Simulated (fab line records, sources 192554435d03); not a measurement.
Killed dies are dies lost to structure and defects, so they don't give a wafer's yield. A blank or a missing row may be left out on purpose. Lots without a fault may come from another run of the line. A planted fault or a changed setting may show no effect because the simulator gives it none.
Chamber matching | flow n5_finfet | N5_GATE_CUT_ETCH_37 on rie_diel-06: 4 sister chambers
The step etches SOC in N2/H2, target depth 60 nm, overetch 12 nm, time 90 s. 8 wafers are shown with their chamber, then 11 later ones without.

WAFERS WITH THEIR CHAMBER
wafer  | chamber | showerhead_plenum_p_Torr (Torr) | drypump_motor_current_A (A)
L086.3 | 3       | 2.47                            | 5.4
L090.2 | 0       | 2.54                            | 6.3
L090.4 | 1       | 2.61                            | 5.6
L090.5 | 2       | 2.61                            | 5.2
L091.1 | 0       | 2.54                            | 6.2
L091.2 | 2       | 2.60                            | 5.2
L091.4 | 3       | 2.47                            | 5.4
L092.1 | 1       | 2.61                            | 5.5

WAFERS WITHOUT THEIR CHAMBER
wafer  | showerhead_plenum_p_Torr (Torr) | drypump_motor_current_A (A)
L092.4 | 2.54                            | 6.2
L092.6 | 2.61                            | 5.5
L093.1 | 2.54                            | 6.2
L093.5 | 2.61                            | 5.5
L093.6 | 2.60                            | 5.2
L095.2 | 2.54                            | 6.2
L095.3 | 2.60                            | 5.2
L095.5 | 2.47                            | 5.4
L097.1 | 2.60                            | 5.2
L097.2 | 2.60                            | 5.5
L097.4 | 2.46                            | 5.4

WHICH CHAMBER EACH WENT THROUGH
wafer  | from the rows above | in truth
L092.4 | 0                   | 0
L092.6 | 1                   | 1
L093.1 | 0                   | 0
L093.5 | 1                   | 1
L093.6 | 2                   | 2
L095.2 | 0                   | 0
L095.3 | 2                   | 2
L095.5 | 3                   | 3
L097.1 | 2                   | 2
L097.2 | 1                   | 1
L097.4 | 3                   | 3
Placed correctly: 11 of 11. Can't be placed from these rows: 0. Placed wrongly: 0.
How it was worked out, from the rows above alone: a wafer's distance from a chamber is the root of the sum, over the readings, of the square of ((its reading less the chamber's mean) divided by the reading's scatter). The wafer belongs to the nearest chamber; if the next one is less than 2 further off, it can't be placed. A chamber's mean is the mean of its shown wafers. The scatter: the root of (the sum of the squares of (reading less its chamber's mean) over the shown wafers, divided by (wafers less chambers)).
